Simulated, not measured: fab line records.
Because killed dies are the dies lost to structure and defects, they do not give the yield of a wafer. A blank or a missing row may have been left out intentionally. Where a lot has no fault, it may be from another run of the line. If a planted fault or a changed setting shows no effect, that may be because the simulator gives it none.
8D (eight disciplines) problem report, filled in by code -- flow n5 finfet -- the parts of the form that need people (team, actions taken, sign-off) are left out

## 1. THE ISSUE
Mean of pressure atm at N5_MOL_CONTACT_COAG_ANNEAL_112: 4.985 across 9 wafers in 3 lots; on wafers with no fault it is 9.999 (standard deviation 0.021). That is -99 or more standard deviations from the usual mean.
The step: time 1800 s.
The first sign was on wafer L234.1 at day 7 09:44, on hp anneal-01. The record holds 27 wafers of 9 lots with a number at this step. Rule for "out" (also "out of limits"): further than 4 standard deviations from the usual mean. The other wafers with a number count as sound.

## 2. WHAT THIS IS AND IS NOT
question,is,is not
which readings at this step,"pressure atm, zone power bottom pct, zone power centre pct, zone power lower pct, zone power top pct, zone power upper pct",wafer_temp_C_max
which lots,"L234, L235, L236","L231, L233, L246, L247, L248, L249"
which wafers of those lots,all that have a number,-
read on which tools,hp anneal-01,-
when,from day 7 09:44,"up to then (6 sound wafers); but 12 sound wafers of L246, L247, L248, L249 came after"

## 3. THE SUSPECTS, EACH WITH WHAT RULES IT OUT
Counting: a tool at any process step up to the reading remains a suspect when it ran all the lots that are out and ran no sound lot after the first of those.
- hp anneal-01 at N5_MOL_CONTACT_COAG_ANNEAL_112 (time 1800 s): ruled out as a lasting fault. Following L234 (day 7 09:44), the first lot on it that is out, the sound lots L246, L247, L248, L249 were run on it.
Left after counting: nothing in the record.

## 4. THE CAUSE (what the simulator had put in)
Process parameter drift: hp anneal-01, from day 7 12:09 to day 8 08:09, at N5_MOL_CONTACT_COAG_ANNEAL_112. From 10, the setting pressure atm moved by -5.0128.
Counting ruled it out, wrongly.

## 5. SEQUENCE OF EFFECTS, ordered by route
Rows list readings where the struck wafers' mean (over those with a number) sits beyond 3 standard deviations from the usual. Only readings whose record carries a usual standard deviation are examined. hours: median over the lots of the time between each lot's start at the first step of this table that gives one and its start at this step. sigmas: the change, counted in usual standard deviations.
hours,step,reading,usual,on struck wafers,change,sigmas
0,N5_MOL_CONTACT_COAG_ANNEAL_112,pressure atm,9.999,4.985,-5.014,-99 or more
0,N5_MOL_CONTACT_COAG_ANNEAL_112,zone power bottom pct,12.87 %,9.30,-3.57,-30
0,N5_MOL_CONTACT_COAG_ANNEAL_112,zone power centre pct,10.20 %,7.36,-2.84,-29
0,N5_MOL_CONTACT_COAG_ANNEAL_112,zone power lower pct,7.87 %,5.66,-2.21,-26
0,N5_MOL_CONTACT_COAG_ANNEAL_112,zone power top pct,21.14 %,15.24,-5.90,-27
0,N5_MOL_CONTACT_COAG_ANNEAL_112,zone power upper pct,9.38 %,6.77,-2.61,-29
The process steps in it:
- N5_MOL_CONTACT_COAG_ANNEAL_112: time 1800 s.
At these later measuring or inspecting steps, every struck wafer for which the step has a row has a number for every such reading, and none has moved that far: N5_BEOL_M4_RC_MEAS_101.

## 6. HOW IT WOULD HAVE BEEN CAUGHT EARLIER
In this record the first reading out of limits was taken at day 7 09:44.
